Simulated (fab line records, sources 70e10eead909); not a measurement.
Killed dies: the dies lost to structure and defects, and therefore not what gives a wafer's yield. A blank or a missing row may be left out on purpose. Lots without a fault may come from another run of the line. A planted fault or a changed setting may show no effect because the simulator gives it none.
8D (eight disciplines) problem report, filled in by code    flow nand-harc    the parts of the form that need people (team, actions taken, sign-off) are left out

== 1. WHAT IS WRONG ==
Mean of run-length-s at NHARC_A_BLC_ETCH_17: 530.3 s across 2 wafers in 2 lots; on wafers with no fault it is 630.5 s (standard deviation 0.39). That is -99 or more standard deviations from the usual mean.
The step: etches the open film in N2/H2, target depth 390 nm, time 609.38 s.
First observed at day 22 12:35: wafer L688.2, on rie-diel-07. The record has a number at this step for 37 wafers belonging to 13 lots. The rule behind "out" and "out of limits": a value lying over 4 standard deviations away from the usual mean. Any other wafer with a number is counted as sound.

== 2. WHAT IT IS AND WHAT IT IS NOT ==
question                     is                 is not
which readings at this step  run-length-s       drypump-motor-current-A, oes-product-au, rf-vpp-V, showerhead-plenum-p-Torr, throttle-valve-pct
which lots                   L688, L692         L670, L671, L672, L673, L674, L675, L676, L677, L678, L680, L683
which wafers of those lots   L688.2, L692.2     L688.3, L692.3
read on which tools          rie-diel-07        rie-diel-02, rie-diel-11
when                         from day 22 12:35  up to then (34 sound wafers); but 1 sound wafer of L692 came after

== 3. THE SUSPECTS, EACH WITH WHAT RULES IT OUT ==
Counting: if a tool at a process step up to the reading ran every lot that is out, it stays a suspect. Sound lots after the first of them don't rule it out here, since some wafers of a struck lot are sound.
- rie-diel-07 at NHARC_A_BLC_ETCH_17 (etches the open film in N2/H2, target depth 390 nm, time 609.38 s): kept. It processed each lot that is out (first: L688, day 22 12:35); up to then, its last sound lot is L678 (day 19 22:59). Its own readings are out on those wafers: run-length-s.
After counting, what remains is rie-diel-07 at NHARC_A_BLC_ETCH_17.

== 4. THE CAUSE (what the simulator had put in) ==
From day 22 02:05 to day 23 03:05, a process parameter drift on rie-diel-07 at NHARC_A_BLC_ETCH_17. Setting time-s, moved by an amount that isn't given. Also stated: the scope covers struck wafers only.
The count eliminated every tool but this one.

== 5. THE EFFECT CHAIN, in route order ==
One row per reading whose mean, taken over the struck wafers that have a number, lies over 3 standard deviations from the usual. Only readings for which the record gives a usual standard deviation are gone through. hours: the time from each lot's start at the first step in this table that gives one to its start at this step, as a median over the lots. sigmas: the change in usual standard deviations.
hours  step                 reading       usual    on struck wafers  change  sigmas
0      NHARC_A_BLC_ETCH_17  run-length-s  630.5 s  530.3             -100.2  -99 or more
It contains these process steps:
- NHARC_A_BLC_ETCH_17: etches the open film in N2/H2, target depth 390 nm, time 609.38 s.

== 6. WHAT WOULD HAVE CAUGHT IT SOONER ==
First out-of-limits reading in this record: day 22 12:35, which is 11 hours after fault onset at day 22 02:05.
